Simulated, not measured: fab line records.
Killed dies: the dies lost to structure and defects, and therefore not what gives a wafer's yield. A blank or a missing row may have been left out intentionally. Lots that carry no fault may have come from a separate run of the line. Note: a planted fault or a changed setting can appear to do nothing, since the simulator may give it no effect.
Split-lot study :: flow n5Finfet :: on a route of 1938 steps: 7 lots, 39 wafers read

== THE SPLIT ITSELF ==
At N5_BEOL_M2_TRENCH_ETCH_37 (etches SiOC in C4F6/O2, target depth 55.555 nm, time 29.2 s), the setting timeS was moved away from the recipe's 29.2 s on 9 of the 39 wafers read, by -41.1% to +39.7%. This setting was run at the recipe's value on the other wafers.

== FROM THE SPLIT TO THE READING: what the file shows between them, 8 steps ==
- N5_BEOL_M2_ETCH_41: etches SiCN in CH3F/O2, target depth 29.9 nm, time 52.5 s
- N5_BEOL_M2_STRIP_97: strips in N2/H2, time 10 s
- N5_BEOL_M2_OCD_MEAS_38
- N5_BEOL_M2_HM_STRIP_39: strips TiN in peroxide tin strip, target depth 25 nm, time 158 s
- N5_BEOL_M2_SRD_40: time 30 s
- N5_BEOL_M2_ECD_50: material Cu, target thk 300 nm
- N5_BEOL_M2_ANNEAL_51: time 90 s
- N5_BEOL_M2_CMP_52: polishes, stops on SiOC, t overpolish 6.8 s, target thk 40 nm

== THE READING ==
M2_THK, in nm, at N5_BEOL_M2_THK_MEAS_53 (measures by xrf). On this fab line, fault-free wafers typically give 39.6 nm with a standard deviation of 1.4 nm.

wafer: L078.1
tool, chamber at the split: rieDiel-01, 0
timeS as run, s: 40.78
against the recipe: +39.7%
M2_THK, nm: 60.6
against lot-mates on the recipe: +20.3

wafer: L078.2
tool, chamber at the split: rieDiel-01, 2
timeS as run, s: 29.2
against the recipe: recipe
M2_THK, nm: 39.2
against lot-mates on the recipe: -

wafer: L078.3
tool, chamber at the split: rieDiel-01, 1
timeS as run, s: 40.78
against the recipe: +39.7%
M2_THK, nm: 63.0
against lot-mates on the recipe: +22.7

wafer: L078.4
tool, chamber at the split: rieDiel-01, 3
timeS as run, s: 29.2
against the recipe: recipe
M2_THK, nm: 42.0
against lot-mates on the recipe: -

wafer: L078.5
tool, chamber at the split: rieDiel-01, 1
timeS as run, s: 40.78
against the recipe: +39.7%
M2_THK, nm: 63.6
against lot-mates on the recipe: +23.3

wafer: L078.6
tool, chamber at the split: rieDiel-01, 2
timeS as run, s: 29.2
against the recipe: recipe
M2_THK, nm: 39.6
against lot-mates on the recipe: -

wafer: L079.1
tool, chamber at the split: rieDiel-04, 0
timeS as run, s: 29.2
against the recipe: recipe
M2_THK, nm: 38.4
against lot-mates on the recipe: -

wafer: L079.2
tool, chamber at the split: rieDiel-04, 2
timeS as run, s: 29.2
against the recipe: recipe
M2_THK, nm: 41.4
against lot-mates on the recipe: -

wafer: L079.3
tool, chamber at the split: rieDiel-04, 3
timeS as run, s: 29.2
against the recipe: recipe
M2_THK, nm: 37.9
against lot-mates on the recipe: -

wafer: L079.4
tool, chamber at the split: rieDiel-04, 1
timeS as run, s: 29.2
against the recipe: recipe
M2_THK, nm: 41.1
against lot-mates on the recipe: -

wafer: L079.5
tool, chamber at the split: rieDiel-04, 1
timeS as run, s: 29.2
against the recipe: recipe
M2_THK, nm: 40.1
against lot-mates on the recipe: -

wafer: L079.6
tool, chamber at the split: rieDiel-04, 2
timeS as run, s: 29.2
against the recipe: recipe
M2_THK, nm: 40.3
against lot-mates on the recipe: -

wafer: L082.1
tool, chamber at the split: rieDiel-04, 1
timeS as run, s: 29.2
against the recipe: recipe
M2_THK, nm: 37.8
against lot-mates on the recipe: -

wafer: L082.4
tool, chamber at the split: rieDiel-04, 1
timeS as run, s: 29.2
against the recipe: recipe
M2_THK, nm: 37.8
against lot-mates on the recipe: -

wafer: L082.6
tool, chamber at the split: rieDiel-04, 2
timeS as run, s: 29.2
against the recipe: recipe
M2_THK, nm: 39.9
against lot-mates on the recipe: -

wafer: L086.1
tool, chamber at the split: rieDiel-03, 2
timeS as run, s: 29.2
against the recipe: recipe
M2_THK, nm: 37.9
against lot-mates on the recipe: -

wafer: L086.2
tool, chamber at the split: rieDiel-03, 3
timeS as run, s: 17.19
against the recipe: -41.1%
M2_THK, nm: 14.0
against lot-mates on the recipe: -24.1

wafer: L086.3
tool, chamber at the split: rieDiel-03, 1
timeS as run, s: 17.19
against the recipe: -41.1%
M2_THK, nm: 15.9
against lot-mates on the recipe: -22.2

wafer: L086.4
tool, chamber at the split: rieDiel-03, 3
timeS as run, s: 17.19
against the recipe: -41.1%
M2_THK, nm: 15.7
against lot-mates on the recipe: -22.4

wafer: L086.5
tool, chamber at the split: rieDiel-03, 2
timeS as run, s: 29.2
against the recipe: recipe
M2_THK, nm: 38.5
against lot-mates on the recipe: -

wafer: L086.6
tool, chamber at the split: rieDiel-03, 1
timeS as run, s: 29.2
against the recipe: recipe
M2_THK, nm: 38.0
against lot-mates on the recipe: -

wafer: L090.1
tool, chamber at the split: rieDiel-01, 2
timeS as run, s: 21.46
against the recipe: -26.5%
M2_THK, nm: 25.1
against lot-mates on the recipe: -15.8

wafer: L090.2
tool, chamber at the split: rieDiel-01, 1
timeS as run, s: 29.2
against the recipe: recipe
M2_THK, nm: 41.6
against lot-mates on the recipe: -

wafer: L090.3
tool, chamber at the split: rieDiel-01, 0
timeS as run, s: 21.46
against the recipe: -26.5%
M2_THK, nm: 24.7
against lot-mates on the recipe: -16.2

wafer: L090.4
tool, chamber at the split: rieDiel-01, 3
timeS as run, s: 29.2
against the recipe: recipe
M2_THK, nm: 40.9
against lot-mates on the recipe: -

wafer: L090.5
tool, chamber at the split: rieDiel-01, 1
timeS as run, s: 29.2
against the recipe: recipe
M2_THK, nm: 40.2
against lot-mates on the recipe: -

wafer: L090.6
tool, chamber at the split: rieDiel-01, 2
timeS as run, s: 21.46
against the recipe: -26.5%
M2_THK, nm: 25.3
against lot-mates on the recipe: -15.6

wafer: L093.1
tool, chamber at the split: rieDiel-01, 1
timeS as run, s: 29.2
against the recipe: recipe
M2_THK, nm: 42.1
against lot-mates on the recipe: -

wafer: L093.2
tool, chamber at the split: rieDiel-01, 2
timeS as run, s: 29.2
against the recipe: recipe
M2_THK, nm: 39.5
against lot-mates on the recipe: -

wafer: L093.3
tool, chamber at the split: rieDiel-01, 3
timeS as run, s: 29.2
against the recipe: recipe
M2_THK, nm: 42.9
against lot-mates on the recipe: -

wafer: L093.4
tool, chamber at the split: rieDiel-01, 0
timeS as run, s: 29.2
against the recipe: recipe
M2_THK, nm: 39.8
against lot-mates on the recipe: -

wafer: L093.5
tool, chamber at the split: rieDiel-01, 3
timeS as run, s: 29.2
against the recipe: recipe
M2_THK, nm: 41.7
against lot-mates on the recipe: -

wafer: L093.6
tool, chamber at the split: rieDiel-01, 0
timeS as run, s: 29.2
against the recipe: recipe
M2_THK, nm: 39.2
against lot-mates on the recipe: -

wafer: L097.1
tool, chamber at the split: rieDiel-01, 3
timeS as run, s: 29.2
against the recipe: recipe
M2_THK, nm: 41.8
against lot-mates on the recipe: -

wafer: L097.2
tool, chamber at the split: rieDiel-01, 0
timeS as run, s: 29.2
against the recipe: recipe
M2_THK, nm: 38.3
against lot-mates on the recipe: -

wafer: L097.3
tool, chamber at the split: rieDiel-01, 2
timeS as run, s: 29.2
against the recipe: recipe
M2_THK, nm: 37.4
against lot-mates on the recipe: -

wafer: L097.4
tool, chamber at the split: rieDiel-01, 1
timeS as run, s: 29.2
against the recipe: recipe
M2_THK, nm: 40.5
against lot-mates on the recipe: -

wafer: L097.5
tool, chamber at the split: rieDiel-01, 2
timeS as run, s: 29.2
against the recipe: recipe
M2_THK, nm: 38.3
against lot-mates on the recipe: -

wafer: L097.6
tool, chamber at the split: rieDiel-01, 3
timeS as run, s: 29.2
against the recipe: recipe
M2_THK, nm: 40.6
against lot-mates on the recipe: -

FIT RESULTS
A straight line over all 39 wafers: M2_THK changes by +0.579 nm for each +1% of timeS; r = +0.99; the points scatter about the line by 1.5 nm.
The same after taking each lot's own level away (the mean of its wafers on the recipe; 39 wafers): +0.565 nm for each +1%; r = +0.99; scatter 1.2 nm.
According to that fit, moving timeS by its largest amount changes the reading by 23 nm.
Measured against the standard deviation above, the lots' own levels, which go from 38.13 to 40.90 nm, span 2.0 times it.
The two slopes are in agreement: the lot-to-lot level therefore moves the slope only a little.
Check: with one of the wafers moved furthest among these (-41.1%) left out of the fit, the line predicts -23.1 nm for it against its lot-mates. It came out at -24.1 nm against them.

== THE WHOLE CHAIN: every reading that the file lists as answering this split, in the file's order ==
step: N5_BEOL_M2_TRENCH_ETCH_37
what it does: etches SiOC in C4F6/O2, target depth 55.555 nm, time 29.2 s
reading: etch.depthNm (the simulator's own value, which no gauge read)
change (the file's fit): +0.577 nm for each +1% of the setting
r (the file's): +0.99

step: N5_BEOL_M2_TRENCH_ETCH_37
what it does: etches SiOC in C4F6/O2, target depth 55.555 nm, time 29.2 s
reading: BEOL_M2.featureDepthNm (the simulator's own value, which no gauge read)
change (the file's fit): +0.576 nm for each +1% of the setting
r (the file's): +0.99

step: N5_BEOL_M2_OCD_MEAS_38
what it does: 
reading: trenchDepthNm
change (the file's fit): +0.572 nm for each +1% of the setting
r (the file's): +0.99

step: N5_BEOL_M2_CMP_52
what it does: polishes, stops on SiOC, t overpolish 6.8 s, target thk 40 nm
reading: Cu_of_BEOL_M2_ECD_50.thkNm (the simulator's own value, which no gauge read)
change (the file's fit): +0.565 nm for each +1% of the setting
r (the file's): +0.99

step: N5_BEOL_M2_THK_MEAS_53
what it does: measures by xrf
reading: M2_THK
change (the file's fit): +0.565 for each +1% of the setting
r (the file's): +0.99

step: N5_BEOL_M2_RS_MEAS_58
what it does: measures by four-point-probe
reading: M2_RS
change (the file's fit): not straight: 2.52 at the lowest setting, 0.68 at the recipe, 0.38 at the highest
r (the file's): not given

== FILE'S OWN FIT ==
M2_THK changes by +0.565 nm for each +1% of timeS, r = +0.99.
